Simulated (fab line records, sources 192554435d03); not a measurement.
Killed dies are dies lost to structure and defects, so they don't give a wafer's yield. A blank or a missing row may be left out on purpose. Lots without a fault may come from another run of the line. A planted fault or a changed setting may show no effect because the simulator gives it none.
fab line records | flow n5_finfet
record lots=5 wafers=15 last_day=17
route steps=1938 shown BEOL_M8@1393 BEOL_M9@1401
lots that met no fault: from a run of the same line without faults
start_h: hours from the record's first day to the start of the lot's first wafer shown | wait_h: hours since the lot's step before | " the same as in the row above | L1.1+2: a row that stands for several wafers | - no value, or no start given | * or withheld: withheld | < > ~ a bound
route shown NAME@n: a module of which the file shows steps, and the number in the route of the first | usual: mean/standard deviation of fault-free wafers | same: alike in all rows | chamber/n: place in a boat | sites: the reading at each site | _std_site: their standard deviation | _edge_site: outer sites' mean less inner sites' | radius_mm: how far each site lies from the wafer's centre | mask NAME#n: copy n | behind: the tool/chamber that last shaped the wafer | hold: why the lot was held/for how many hours/how that ended | device: the transistor (n, p or np) that didn't switch | end of line: the same wafers' tests at the end of the route | a step without rows: its recipe alone | killed: dies lost to structure and defects at the first sort, not the wafer's yield | map: a wafer's dies, x killed, . not, _ none there
set.NAME: the setting as run; set.NAME@STEP: as run at that earlier step | model.NAME: the simulator's own value behind a step, which no gauge read
lots at some steps of the route; a table a step, a row a wafer
services: from which hour (start_h, from the record's first day; less than 0 if before it) a tool's chamber was out of use, for how many hours, and why
## steps
# step N5_BEOL_M8_ECD_50
# recipe material=Cu target_thk_a=3000
# columns lot.wafer tool chamber start_h wait_h
L075.1+4+6 ecd_cu-01 0 221.79 0.1
L076.3+4+6 ecd_cu-01 0,1,0 240.81 0.1
L078.2+3+5 ecd_cu-01 0,1,1 245.39 0.1
L092.1+2+3 ecd_cu-02 1,0,1 321.45 0.1
L094.1+3+5 ecd_cu-01 1,1,0 340.93 0.1
# step N5_BEOL_M8_ANNEAL_51
# recipe temp_c=225 time_s=90 ambient=N2
# usual wafer_temp_C_max=226.0/0.33
# columns lot.wafer tool chamber start_h wait_h wafer_temp_C_max
L075.1 rtp_anneal-02 0 221.93 0.1 225.8
L075.4 " 0 " " 225.6
L075.6 " 0 " " 225.8
L076.3 rtp_anneal-02 0 240.97 0.1 225.6
L076.4 " 0 " " 226.0
L076.6 " 0 " " 226.0
L078.2 rtp_anneal-02 0 245.52 0.1 225.7
L078.3 " 0 " " 226.0
L078.5 " 0 " " 226.1
L092.1 rtp_anneal-02 0 321.76 0.3 225.9
L092.2 " 0 " " 225.9
L092.3 " 0 " " 225.9
L094.1 rtp_anneal-02 0 341.18 0.2 225.7
L094.3 " 0 " " 225.7
L094.5 " 0 " " 225.9
# step N5_BEOL_M8_CMP_52
# recipe stop_on=SiCOH_lowk t_overpolish_s=6.9 down_force_psi=1 platen_rpm=50 clearing_platen_down_force_psi=1.5 clearing_platen_rpm=50 post_cmp_clean=cu_alkaline target_thk_nm=80 clearing_platen_pad_velocity_m_s=0.99484 pad_velocity_m_s=0.99484
# usual barrier_field_endpoint_s=28.9/0.7 motor_current_A=6.4/0.73 overpolish_run_s=6.900/0.0093 pad_life_wafers=850/540 slurry_filter_dp_kPa=13.50/0.13 time_to_endpoint_s=63/3.2
# columns lot.wafer tool chamber start_h wait_h barrier_field_endpoint_s motor_current_A overpolish_run_s pad_life_wafers slurry_filter_dp_kPa time_to_endpoint_s
L075.1 cmp-03 1 222.30 0.3 28.7 6.8 6.904 62 13.79 62
L075.4 " 2 " " 29.4 6.3 6.898 63 13.60 66
L075.6 " 3 " " 29.5 6.6 6.891 - 13.65 62
L076.3 cmp-03 1 241.22 0.2 29.4 6.5 6.896 193 13.43 64
L076.4 " 2 " " 30.8 6.1 6.884 194 13.79 66
L076.6 " 0 " " 30.6 5.5 6.914 - 13.13 69
L078.3 cmp-04 2 245.87 0.3 29.3 5.4 6.885 1052 13.65 66
L078.2 " 3 " " 28.7 8.1 6.896 1053 13.57 66
L078.5 " 0 " " 28.7 5.7 6.900 - 13.66 64
L092.2 cmp-04 1 322.06 0.2 29.9 6.1 6.904 1650 13.46 66
L092.1 " 3 " " 29.6 8.4 6.912 1652 13.58 65
L092.3 " 0 " " 28.8 6.1 6.901 1653 13.40 60
L094.3 cmp-03 1 341.51 0.2 28.4 6.6 6.917 1027 13.33 61
L094.1 " 3 " " 27.8 6.9 6.910 1029 13.31 58
L094.5 " 0 " " 28.7 5.6 6.892 - 13.20 60
# step N5_BEOL_M8_THK_MEAS_53
# recipe thk_meas_gauge=xrf reads=Cu_of_BEOL_M8_ECD_50
# usual M8_THK=80.9/2.2
# columns lot.wafer tool chamber start_h wait_h M8_THK[nm]
L075.1 film_metro-01 - 222.52 - 77.9
L075.4 " - " " 82.8
L075.6 " - " " 83.7
L076.3 film_metro-01 - 241.48 - 79.5
L076.4 " - " " 85.0
L076.6 " - " " 82.8
L078.2 film_metro-01 - 246.09 - 82.0
L078.3 " - " " 84.0
L078.5 " - " " 81.3
L092.1 film_metro-02 - 322.35 - 84.2
L092.2 " - " " 81.7
L092.3 " - " " 78.3
L094.1 film_metro-02 - 341.77 - 82.7
L094.3 " - " " 81.4
L094.5 " - " " 84.3
# step N5_BEOL_M8_PRE_CLEAN_55
# recipe gas=NH3 time_s=15 temp_c=withheld rf_power_w=300
# usual rf_fwd_power_W=294.1/1.6
# columns lot.wafer tool chamber start_h wait_h rf_fwd_power_W
L075.1 pecvd-03 0 222.56 0.0 294.4
L075.4 " 0 " " 294.7
L075.6 " 1 " " 292.9
L076.3 pecvd-03 1 241.51 0.0 294.2
L076.4 " 0 " " 292.0
L076.6 " 2 " " 294.7
L078.2 pecvd-03 0 246.12 0.0 294.8
L078.3 " 2 " " 294.0
L078.5 " 1 " " 294.6
L092.1 pecvd-01 0 322.39 0.0 295.3
L092.2 " 1 " " 293.0
L092.3 " 2 " " 293.2
L094.1 pecvd-03 2 341.81 0.0 295.7
L094.3 " 1 " " 295.3
L094.5 " 2 " " 296.1
# step N5_BEOL_M8_DEP_56
# recipe material=SiCN target_thk_a=100 temp_c=withheld precursor=3MS/NH3 pressure_torr=3 rf_w=202 time_s=17.5
# usual rf_fwd_power_W=199.2/0.89 showerhead_plenum_p_Torr=3.669/0.016 throttle_valve_pct=8.9/0.5
# columns lot.wafer tool chamber start_h wait_h rf_fwd_power_W showerhead_plenum_p_Torr throttle_valve_pct
L075.1 pecvd-03 0 222.60 0.0 199.3 3.666 8.7
L075.4 " 0 " " 198.6 3.660 8.7
L075.6 " 1 " " 200.0 3.701 9.2
L076.3 pecvd-03 1 241.54 0.0 199.7 3.705 9.2
L076.4 " 0 " " 198.4 3.667 8.6
L076.6 " 2 " " 200.3 3.657 8.2
L078.2 pecvd-03 0 246.15 0.0 199.8 3.651 8.7
L078.3 " 2 " " 199.6 3.654 8.5
L078.5 " 1 " " 199.5 3.695 9.2
L092.1 pecvd-01 0 322.42 0.0 200.4 3.679 10.2
L092.2 " 1 " " 199.9 3.675 9.7
L092.3 " 2 " " 199.1 3.676 8.3
L094.1 pecvd-03 2 341.83 0.0 200.2 3.661 8.5
L094.3 " 1 " " 200.0 3.694 9.3
L094.5 " 2 " " 199.6 3.664 8.7
# step N5_BEOL_M8_RS_MEAS_57
# recipe thk_meas_gauge=four-point-probe reads=Cu_of_BEOL_M8_ECD_50+Co_of_BEOL_M8_CVD_78+TaN_of_BEOL_M8_ALD_77
# usual M8_RS=0.286/0.0088
# columns lot.wafer tool chamber start_h wait_h M8_RS[ohm/sq]
L075.1 film_metro-02 - 222.68 0.1 0.303
L075.4 " - " " 0.280
L075.6 " - " " 0.277
L076.3 film_metro-02 - 241.61 0.1 0.289
L076.4 " - " " 0.268
L076.6 " - " " 0.275
L078.2 film_metro-01 - 246.22 0.1 0.279
L078.3 " - " " 0.273
L078.5 " - " " 0.281
L092.1 film_metro-02 - 322.48 0.1 0.273
L092.2 " - " " 0.283
L092.3 " - " " 0.301
L094.1 film_metro-02 - 341.92 0.1 0.279
L094.3 " - " " 0.285
L094.5 " - " " 0.273
# step N5_BEOL_M8_INSPECT_58
# recipe inspect_instrument=darkfield mode=post_dep
# usual raw_defect_count=65/24
# columns lot.wafer tool chamber start_h wait_h raw_defect_count
L075.1 defect_inspect-01 - 222.71 0.0 52
L075.4 " - " " 50
L075.6 " - " " 73
L076.3 defect_inspect-02 - 241.63 0.0 58
L076.4 " - " " 43
L076.6 " - " " 54
L078.2 defect_inspect-02 - 246.24 0.0 81
L078.3 " - " " 49
L078.5 " - " " 69
L092.1 defect_inspect-02 - 322.51 0.0 57
L092.2 " - " " 38
L092.3 " - " " 58
L094.1 defect_inspect-01 - 341.94 0.0 37
L094.3 " - " " 59
L094.5 " - " " 53
# step N5_BEOL_M9_ILD_DEP_00
# recipe material=SiCOH_lowk target_thk_a=3085.1 temp_c=300 precursor=DEMS/porogen pressure_torr=5 rf_w=500 time_s=58
# usual heater_power_w=327/39 rf_fwd_power_W=495.7/1.9 showerhead_plenum_p_Torr=5.741/0.016 throttle_valve_pct=13.8/0.79
# columns lot.wafer tool chamber start_h wait_h heater_power_w rf_fwd_power_W showerhead_plenum_p_Torr throttle_valve_pct
L075.1 pecvd-01 2 222.74 0.0 366 496.6 5.754 12.4
L075.4 " 1 " " 266 493.6 5.756 14.8
L075.6 " 2 " " 290 495.3 5.750 12.6
L076.3 pecvd-02 1 241.67 0.0 375 494.4 5.720 13.6
L076.4 " 1 " " 307 493.5 5.731 13.4
L076.6 " 0 " " 348 493.4 5.724 13.3
L078.2 pecvd-02 2 246.28 0.0 348 494.0 5.739 13.6
L078.3 " 0 " " 311 499.2 5.729 13.4
L078.5 " 0 " " 326 499.1 5.733 13.3
L092.1 pecvd-02 1 322.55 0.0 381 493.8 5.718 13.3
L092.2 " 0 " " 346 496.9 5.740 13.1
L092.3 " 2 " " 355 493.0 5.749 13.6
L094.1 pecvd-04 2 341.98 0.0 361 497.6 5.731 14.4
L094.3 " 0 " " 297 497.0 5.734 14.3
L094.5 " 0 " " 306 496.9 5.763 14.0
# step N5_BEOL_M9_CURE_71
# recipe temp_c=385 time_s=240 ambient=He/Ar material=SiCOH_lowk
# usual lamp_power_pct=52.32/0.053 wafer_temp_C_max=386.5/0.69
# columns lot.wafer tool chamber start_h wait_h lamp_power_pct wafer_temp_C_max
L075.1 uv_cure-03 0 222.82 0.0 52.43 387.1
L075.4 " 0 " " 52.29 388.2
L075.6 " 0 " " 52.30 386.9
L076.3 uv_cure-01 1 241.91 0.2 52.31 385.9
L076.4 " 1 " " 52.31 386.3
L076.6 " 1 " " 52.32 386.8
L078.2 uv_cure-02 0 246.44 0.1 52.32 386.3
L078.3 " 0 " " 52.37 386.9
L078.5 " 0 " " 52.37 386.1
L092.1 uv_cure-01 1 322.63 0.0 52.31 386.5
L092.2 " 1 " " 52.34 386.4
L092.3 " 1 " " 52.42 386.3
L094.1 uv_cure-01 2 342.06 0.0 52.25 385.7
L094.3 " 2 " " 52.33 386.0
L094.5 " 2 " " 52.32 385.5
# step N5_BEOL_M9_THK_MEAS_01
# recipe reads=SiCOH_lowk_of_BEOL_M9_ILD_DEP_00
# usual M9_ILD_THK=268/3.6
# columns lot.wafer tool chamber start_h wait_h M9_ILD_THK[nm]
L075.1 film_metro-02 - 223.34 0.4 266
L075.4 " - " " 269
L075.6 " - " " 271
L076.3 film_metro-01 - 242.26 0.3 270
L076.4 " - " " 273
L076.6 " - " " 276
L078.2 film_metro-02 - 246.87 0.4 266
L078.3 " - " " 265
L078.5 " - " " 271
L092.1 film_metro-02 - 323.14 0.4 264
L092.2 " - " " 261
L092.3 " - " " 266
L094.1 film_metro-02 - 342.57 0.4 268
L094.3 " - " " 266
L094.5 " - " " 269
# step N5_BEOL_M9_PECVD_70
# recipe material=SiO2 target_thk_a=200 temp_c=400 precursor=TEOS/O2 pressure_torr=5.5 rf_w=450 teos_flow_sccm=53.8 gas=O2 flow_sccm=3000 time_s=22.7
# usual heater_power_w=737/80 rf_fwd_power_W=444.3/2.1 showerhead_plenum_p_Torr=8.80/0.061 throttle_valve_pct=22.4/1.5
# columns lot.wafer tool chamber start_h wait_h heater_power_w rf_fwd_power_W showerhead_plenum_p_Torr throttle_valve_pct
L075.1 pecvd-02 2 223.37 0.0 693 439.8 8.80 21.9
L075.4 " 2 " " 705 441.3 8.82 22.1
L075.6 " 0 " " 837 446.2 8.76 21.8
L076.3 pecvd-01 0 242.30 0.0 638 446.1 8.85 25.0
L076.4 " 1 " " 656 443.3 8.87 24.3
L076.6 " 2 " " 822 446.1 8.83 20.1
L078.2 pecvd-02 0 246.91 0.0 830 447.4 8.75 21.6
L078.3 " 2 " " 805 440.2 8.80 21.8
L078.5 " 1 " " 843 442.8 8.67 21.4
L092.1 pecvd-01 0 323.17 0.0 618 446.2 8.87 25.0
L092.2 " 2 " " 801 443.0 8.82 20.2
L092.3 " 1 " " 598 442.0 8.86 24.2
L094.1 pecvd-02 2 342.61 0.0 788 442.7 8.82 21.7
L094.3 " 1 " " 780 443.8 8.71 21.6
L094.5 " 2 " " 760 442.4 8.80 21.9
# step N5_BEOL_M9_HM_DEP_02
# recipe material=TiN target_thk_a=200 temp_c=25 chamber_pressure_pa=0.49996
# usual throttle_valve_pct=30.1/1.1
# columns lot.wafer tool chamber start_h wait_h throttle_valve_pct
L075.1 pvd_sputter-02 - 224.46 1.1 31.7
L075.4 " - " " 27.9
L075.6 " - " " 31.5
L076.3 pvd_sputter-02 - 243.87 1.6 29.6
L076.4 " - " " 29.8
L076.6 " - " " 31.7
L078.2 pvd_sputter-01 - 249.88 3.0 29.8
L078.3 " - " " 29.3
L078.5 " - " " 29.6
L092.1 pvd_sputter-02 - 325.26 2.1 31.4
L092.2 " - " " 29.4
L092.3 " - " " 28.1
L094.1 pvd_sputter-02 - 343.08 0.5 27.9
L094.3 " - " " 31.5
L094.5 " - " " 28.0
# step N5_BEOL_M9_COAT_59
# recipe resist=SOC temp_c=250 time_s=60 spin_rpm=1500 resist_thk_nm=100
# usual exhaust_pa=44.7/0.95 spin_speed_rpm=1500.0/0.88
# columns lot.wafer tool chamber start_h wait_h exhaust_pa spin_speed_rpm
L075.1 litho_track-05 0 224.58 0.1 45.0 1498.3
L075.4 " 0 " " 46.6 1500.2
L075.6 " 0 " " 45.2 1499.7
L076.3 litho_track-03 0 244.00 0.1 43.6 1501.4
L076.4 " 0 " " 43.8 1499.7
L076.6 " 0 " " 43.8 1499.8
L078.2 litho_track-05 0 250.01 0.1 46.0 1500.4
L078.3 " 0 " " 45.7 1499.4
L078.5 " 0 " " 46.3 1498.8
L092.1 litho_track-05 0 325.38 0.1 45.5 1500.9
L092.2 " 0 " " 43.4 1500.5
L092.3 " 0 " " 44.8 1500.0
L094.1 litho_track-03 0 343.21 0.1 45.1 1499.5
L094.3 " 0 " " 44.7 1499.7
L094.5 " 0 " " 45.3 1500.0
# step N5_BEOL_M9_COAT_60
# recipe resist=SiARC temp_c=220 time_s=60 spin_rpm=1500 resist_thk_nm=30
# usual exhaust_pa=45.0/0.84 spin_speed_rpm=1500.2/0.97
# columns lot.wafer tool chamber start_h wait_h exhaust_pa spin_speed_rpm
L075.1 litho_track-05 0 - - 45.7 1499.7
L075.4 " 0 " " 46.2 1500.4
L075.6 " 0 " " 45.7 1499.6
L076.3 litho_track-03 0 - - 45.2 1499.5
L076.4 " 0 " " 45.1 1499.9
L076.6 " 0 " " 43.6 1499.1
L078.2 litho_track-05 0 - - 45.5 1500.3
L078.3 " 0 " " 44.7 1499.5
L078.5 " 0 " " 45.3 1500.3
L092.1 litho_track-05 0 - - 46.0 1499.9
L092.2 " 0 " " 45.6 1499.3
L092.3 " 0 " " 45.9 1498.6
L094.1 litho_track-03 0 - - 44.5 1498.5
L094.3 " 0 " " 44.8 1499.6
L094.5 " 0 " " 43.2 1500.3
# step N5_BEOL_M9_COAT_05
# recipe resist=CAR-ArF spin_rpm=1500 resist_thk_nm=90
# usual exhaust_pa=45.1/0.84 spin_speed_rpm=1499.9/0.84
# columns lot.wafer tool chamber start_h wait_h exhaust_pa spin_speed_rpm
L075.1 litho_track-05 0 - - 44.8 1499.9
L075.4 " 0 " " 45.0 1501.6
L075.6 " 0 " " 45.2 1499.6
L076.3 litho_track-03 0 - - 44.8 1499.9
L076.4 " 0 " " 45.7 1499.0
L076.6 " 0 " " 45.0 1501.3
L078.2 litho_track-05 0 - - 45.2 1501.4
L078.3 " 0 " " 43.9 1500.7
L078.5 " 0 " " 44.1 1500.7
L092.1 litho_track-05 0 - - 44.5 1499.7
L092.2 " 0 " " 45.8 1499.1
L092.3 " 0 " " 44.9 1500.9
L094.1 litho_track-03 0 - - 46.1 1499.3
L094.3 " 0 " " 46.1 1499.5
L094.5 " 0 " " 46.3 1499.8
# step N5_BEOL_M9_EBR_07
# recipe solvent=PGMEA ebr_width_mm=1.5
# usual exhaust_pa=45.2/0.91
# columns lot.wafer tool chamber start_h wait_h exhaust_pa
L075.1 litho_track-05 0 - - 45.2
L075.4 " 0 " " 44.5
L075.6 " 0 " " 45.1
L076.3 litho_track-03 0 - - 46.7
L076.4 " 0 " " 46.1
L076.6 " 0 " " 45.1
L078.2 litho_track-05 0 - - 43.3
L078.3 " 0 " " 44.7
L078.5 " 0 " " 43.9
L092.1 litho_track-05 0 - - 46.4
L092.2 " 0 " " 44.4
L092.3 " 0 " " 45.2
L094.1 litho_track-03 0 - - 44.1
L094.3 " 0 " " 45.4
L094.5 " 0 " " 44.9
# step N5_BEOL_M9_SOFTBAKE_06
# recipe temp_c=110 time_s=60 resist=CAR-ArF
# usual exhaust_pa=45.0/0.92
# columns lot.wafer tool chamber start_h wait_h exhaust_pa
L075.1 litho_track-05 0 - - 43.9
L075.4 " 0 " " 45.1
L075.6 " 0 " " 44.3
L076.3 litho_track-03 0 - - 45.5
L076.4 " 0 " " 44.8
L076.6 " 0 " " 45.4
L078.2 litho_track-05 0 - - 44.8
L078.3 " 0 " " 44.0
L078.5 " 0 " " 45.5
L092.1 litho_track-05 0 - - 43.3
L092.2 " 0 " " 44.9
L092.3 " 0 " " 43.6
L094.1 litho_track-03 0 - - 45.8
L094.3 " 0 " " 45.0
L094.5 " 0 " " 44.3
# step N5_BEOL_M9_EXPOSE_08
# recipe mask_id=M9 na=1.35 source_shape=dipole sigma_inner=0.411 sigma_outer=0.611 polarization=te dose_mj=53.75
# usual exposure_dose_mJ_cm2=53.74/0.048
# columns lot.wafer tool chamber start_h wait_h mask exposure_dose_mJ_cm2
L075.1 arfi_scanner-03 0 224.83 - M9#0 53.74
L075.4 " 0 " " M9#0 53.75
L075.6 " 0 " " M9#0 53.75
L076.3 arfi_scanner-03 0 244.13 - M9#0 53.79
L076.4 " 0 " " M9#0 53.82
L076.6 " 0 " " M9#0 53.85
L078.2 arfi_scanner-02 0 250.13 - M9#0 53.82
L078.3 " 0 " " M9#0 53.74
L078.5 " 0 " " M9#0 53.83
L092.1 arfi_scanner-03 0 325.63 - M9#0 53.67
L092.2 " 0 " " M9#0 53.78
L092.3 " 0 " " M9#0 53.74
L094.1 arfi_scanner-03 0 343.45 - M9#0 53.76
L094.3 " 0 " " M9#0 53.63
L094.5 " 0 " " M9#0 53.67
# step N5_BEOL_M9_PEB_09
# recipe peb_temp_c=withheld peb_time_s=60 resist=CAR-ArF
# usual exhaust_pa=44.8/0.82
# columns lot.wafer tool chamber start_h wait_h exhaust_pa
L075.1 litho_track-04 0 224.88 0.1 44.9
L075.4 " 0 " " 45.0
L075.6 " 0 " " 44.9
L076.3 litho_track-05 0 244.18 0.0 43.5
L076.4 " 0 " " 45.3
L076.6 " 0 " " 44.8
L078.2 litho_track-05 0 250.19 0.0 43.6
L078.3 " 0 " " 45.6
L078.5 " 0 " " 44.1
L092.1 litho_track-04 0 325.69 0.1 46.6
L092.2 " 0 " " 44.4
L092.3 " 0 " " 43.6
L094.1 litho_track-05 0 343.51 0.1 44.6
L094.3 " 0 " " 44.2
L094.5 " 0 " " 46.0
# step N5_BEOL_M9_DEVELOP_10
# recipe develop_time_s=30 developer=TMAH resist=CAR-ArF rinse_liquid=diw dry=air_spin dev_temp_c=23
# usual exhaust_pa=45.1/1
# columns lot.wafer tool chamber start_h wait_h exhaust_pa
L075.1 litho_track-04 0 - - 45.2
L075.4 " 0 " " 44.8
L075.6 " 0 " " 44.0
L076.3 litho_track-05 0 - - 46.2
L076.4 " 0 " " 46.3
L076.6 " 0 " " 46.8
L078.2 litho_track-05 0 - - 45.4
L078.3 " 0 " " 47.0
L078.5 " 0 " " 44.7
L092.1 litho_track-04 0 - - 44.9
L092.2 " 0 " " 45.4
L092.3 " 0 " " 44.4
L094.1 litho_track-05 0 - - 44.8
L094.3 " 0 " " 45.0
L094.5 " 0 " " 46.3
# step N5_BEOL_M9_CD_MEAS_11
# recipe target_cd_nm=64.1 landing_energy_ev=500 detector=se_inlens polarity=opening
# usual cd_nm=64.0/0.64
# same landing_energy_ev=500
# columns lot.wafer tool chamber start_h wait_h cd_nm
L075.1 cd_sem-02 0 224.95 - 63.7
L075.4 " 0 " " 63.5
L075.6 " 0 " " 64.5
L076.3 cd_sem-02 0 244.25 - 64.0
L076.4 " 0 " " 63.2
L076.6 " 0 " " 63.2
L078.2 cd_sem-01 0 250.26 - 63.9
L078.3 " 0 " " 64.6
L078.5 " 0 " " 63.7
L092.1 cd_sem-01 0 325.75 - 65.1
L092.2 " 0 " " 63.7
L092.3 " 0 " " 63.6
L094.1 cd_sem-03 0 343.58 - 63.4
L094.3 " 0 " " 62.8
L094.5 " 0 " " 63.4
# step N5_BEOL_M9_OVL_MEAS_12
# recipe points_per_wafer=44
# usual M9_OVL=-0.1/0.74
# columns lot.wafer tool chamber start_h wait_h M9_OVL[nm]
L075.1 overlay-02 0 224.98 0.0 0.5
L075.4 " 0 " " -0.4
L075.6 " 0 " " -0.2
L076.3 overlay-01 0 244.27 0.0 0.6
L076.4 " 0 " " 1.4
L076.6 " 0 " " 0.2
L078.2 overlay-02 0 250.28 0.0 -1.3
L078.3 " 0 " " 0.2
L078.5 " 0 " " -1.2
L092.1 overlay-02 0 325.78 0.0 -0.1
L092.2 " 0 " " -0.3
L092.3 " 0 " " -0.9
L094.1 overlay-02 0 343.61 0.0 -0.1
L094.3 " 0 " " 0.4
L094.5 " 0 " " 0.2
# step N5_BEOL_M9_INSPECT_13
# recipe mode=adi inspect_instrument=brightfield
# usual raw_defect_count=384/96
# columns lot.wafer tool chamber start_h wait_h raw_defect_count
L075.1 defect_inspect-01 - 225.01 0.0 409
L075.4 " - " " 308
L075.6 " - " " 346
L076.3 defect_inspect-01 - 244.30 0.0 372
L076.4 " - " " 260
L076.6 " - " " 374
L078.2 defect_inspect-01 - 250.31 0.0 405
L078.3 " - " " 242
L078.5 " - " " 357
L092.1 defect_inspect-02 - 325.81 0.0 372
L092.2 " - " " 263
L092.3 " - " " 313
L094.1 defect_inspect-01 - 343.63 0.0 254
L094.3 " - " " 344
L094.5 " - " " 357
# step N5_BEOL_M9_DESCUM_16
# recipe chemistry=O2 time_s=7.9 source_power_w=50 bias_power_w=20 pressure_mtorr=20 rf_frequency_hz=2.712e+07 temp_c=40 resist=CAR-ArF o2_flow_sccm=225
# usual drypump_motor_current_A=5.9/0.38 oes_product_au=0.78/0.093 rf_fwd_power_W=49.39/0.19 rf_vpp_V=243.2/1.3 showerhead_plenum_p_Torr=2.10/0.06 throttle_valve_pct=20.48/0.25
# columns lot.wafer tool chamber start_h wait_h drypump_motor_current_A oes_product_au rf_fwd_power_W rf_hours_counter_h rf_vpp_V showerhead_plenum_p_Torr throttle_valve_pct
L075.1 rie_diel-06 1 225.05 0.0 5.3 0.74 49.61 155 243.1 2.10 20.58
L075.4 " 2 " " 5.5 0.79 49.56 93 242.5 2.03 20.38
L075.6 " 2 " " 5.5 0.80 49.44 - 243.4 2.03 20.37
L076.3 rie_diel-03 1 244.75 0.5 5.7 0.68 49.39 220 244.6 2.14 20.47
L076.4 " 3 " " 6.3 0.91 49.30 - 245.6 2.14 20.00
L076.6 " 2 " " 5.7 0.80 49.58 - 242.4 2.04 20.36
L078.2 rie_diel-06 0 250.34 0.0 5.4 0.70 49.40 208 241.5 2.07 20.86
L078.3 " 3 " " 6.0 0.69 49.55 219 240.8 1.97 20.70
L078.5 " 0 " " 5.4 0.69 49.24 - 243.1 2.07 20.87
L092.1 rie_diel-03 0 325.90 0.1 6.2 0.91 49.66 25 243.3 2.15 20.56
L092.2 " 2 " " 5.7 0.78 49.61 117 241.5 2.03 20.39
L092.3 " 1 " " 5.7 0.68 49.11 240 243.6 2.13 20.50
L094.1 rie_diel-03 0 343.67 0.0 6.2 0.91 49.51 31 244.5 2.15 20.56
L094.3 " 1 " " 5.7 0.67 49.32 247 244.3 2.13 20.51
L094.5 " 0 " " 6.2 0.91 49.40 - 243.7 2.15 20.58
# step N5_BEOL_M9_ETCH_61
# recipe chemistry=CF4 target=SiARC target_depth_a=390 mask_material=CAR-ArF time_s=65 ion_energy_ev=80 pressure_mtorr=40 source_w=545 bias_w=36 Ar_flow_sccm=100 cf4_flow_sccm=100 ends=cleared
# usual drypump_motor_current_A=5.8/0.38 etch_rf_on_time_s=66.0/2.4 oes_product_au=0.66/0.081 rf_fwd_power_W=538.9/1.9 rf_vpp_V=184.0/1 showerhead_plenum_p_Torr=2.14/0.058 throttle_valve_pct=15.66/0.28
# columns lot.wafer tool chamber start_h wait_h drypump_motor_current_A etch_rf_on_time_s oes_product_au rf_fwd_power_W rf_hours_counter_h rf_vpp_V showerhead_plenum_p_Torr throttle_valve_pct
L075.1 rie_diel-06 1 225.09 0.0 5.3 69.3 0.61 540.0 155 183.5 2.15 15.65
L075.4 " 2 " " 5.5 62.7 0.69 540.6 93 183.7 2.07 15.55
L075.6 " 2 " " 5.5 62.9 0.69 540.8 - 182.3 2.07 15.55
L076.3 rie_diel-03 1 244.79 0.0 5.7 68.4 0.57 535.7 220 185.4 2.21 15.85
L076.4 " 3 " " 6.3 68.1 0.76 537.5 - 183.6 2.17 15.12
L076.6 " 2 " " 5.7 62.6 0.70 538.0 - 183.8 2.09 15.48
L078.2 rie_diel-06 0 250.38 0.0 5.4 65.2 0.60 536.9 208 184.2 2.13 16.10
L078.3 " 3 " " 6.0 67.5 0.59 536.3 219 184.9 2.03 15.95
L078.5 " 0 " " 5.4 65.0 0.61 537.4 - 182.7 2.13 16.12
L092.1 rie_diel-03 0 325.93 0.0 6.2 63.4 0.78 544.1 25 183.8 2.18 15.53
L092.2 " 2 " " 5.7 62.9 0.67 540.5 117 182.1 2.08 15.53
L092.3 " 1 " " 5.7 69.6 0.55 537.8 240 184.4 2.20 15.88
L094.1 rie_diel-03 0 343.70 0.0 6.2 63.2 0.78 537.8 31 185.1 2.18 15.53
L094.3 " 1 " " 5.7 68.8 0.56 538.9 247 186.2 2.20 15.92
L094.5 " 0 " " 6.2 62.8 0.78 537.5 - 182.6 2.18 15.53
# step N5_BEOL_M9_ETCH_62
# recipe chemistry=N2/H2 target=SOC target_depth_a=1100 overetch_a=220 mask_material=SiARC temp_c=40 time_s=165 ion_energy_ev=200 pressure_mtorr=30 source_w=840 bias_w=150 n2_flow_sccm=200 h2_flow_sccm=200
# usual drypump_motor_current_A=5.9/0.39 oes_product_au=0.66/0.073 rf_fwd_power_W=837.6/2.6 rf_vpp_V=524.0/2.2 showerhead_plenum_p_Torr=2.55/0.075 throttle_valve_pct=17.87/0.27
# columns lot.wafer tool chamber start_h wait_h drypump_motor_current_A oes_product_au rf_fwd_power_W rf_hours_counter_h rf_vpp_V showerhead_plenum_p_Torr throttle_valve_pct
L075.1 rie_diel-06 1 225.14 0.0 5.3 0.64 834.6 155 523.7 2.54 17.98
L075.4 " 2 " " 5.5 0.67 839.2 93 520.8 2.46 17.74
L075.6 " 2 " " 5.5 0.68 842.9 - 522.4 2.46 17.76
L076.3 rie_diel-03 1 244.84 0.0 5.8 0.58 839.5 220 524.3 2.63 18.04
L076.4 " 3 " " 6.3 0.77 836.0 - 525.2 2.60 17.34
L076.6 " 2 " " 5.7 0.67 839.8 - 522.9 2.46 17.60
L078.2 rie_diel-06 0 250.43 0.0 5.4 0.60 835.7 208 524.3 2.51 18.19
L078.3 " 3 " " 6.0 0.59 837.3 219 519.5 2.42 18.16
L078.5 " 0 " " 5.4 0.60 833.4 - 524.4 2.51 18.18
L092.1 rie_diel-03 0 325.98 0.0 6.2 0.77 839.2 25 527.1 2.60 17.83
L092.2 " 2 " " 5.7 0.66 835.9 117 521.2 2.45 17.64
L092.3 " 1 " " 5.7 0.58 840.7 241 526.4 2.62 18.11
L094.1 rie_diel-03 0 343.75 0.0 6.2 0.76 832.6 31 524.8 2.60 17.86
L094.3 " 1 " " 5.7 0.57 833.2 247 526.7 2.62 18.10
L094.5 " 0 " " 6.2 0.76 837.4 - 526.0 2.60 17.86
## services
# columns tool chamber start_h hours kind
arfi_scanner-03 - 207.35 4.0 repair
cmp-04 - 208.17 5.1 repair
rie_diel-06 0 211.47 8.5 repair
cmp-03 - 211.73 4.0 pm
arfi_scanner-03 - 214.02 1.0 pm
arfi_scanner-02 - 218.33 1.0 pm
arfi_scanner-03 - 219.04 2.0 repair
pecvd-01 0 221.01 1.7 repair
pecvd-01 - 224.83 0.8 repair
uv_cure-03 - 226.46 5.7 repair
pecvd-04 - 227.99 28.1 pm
arfi_scanner-02 - 231.85 0.8 repair
arfi_scanner-03 - 242.66 0.8 pm
pecvd-01 - 243.92 14.6 pm
rie_diel-03 - 272.06 0.8 repair
arfi_scanner-03 - 279.04 1.3 pm
pecvd-01 1 289.14 3.5 repair
cmp-03 - 292.90 0.4 repair
arfi_scanner-03 - 302.11 0.8 pm
pvd_sputter-02 - 305.59 2.2 repair
pecvd-01 - 310.82 0.3 repair
rie_diel-03 3 317.24 8.8 repair
uv_cure-01 - 327.76 7.5 pm
cmp-04 - 331.13 5.2 repair
## key
fault none
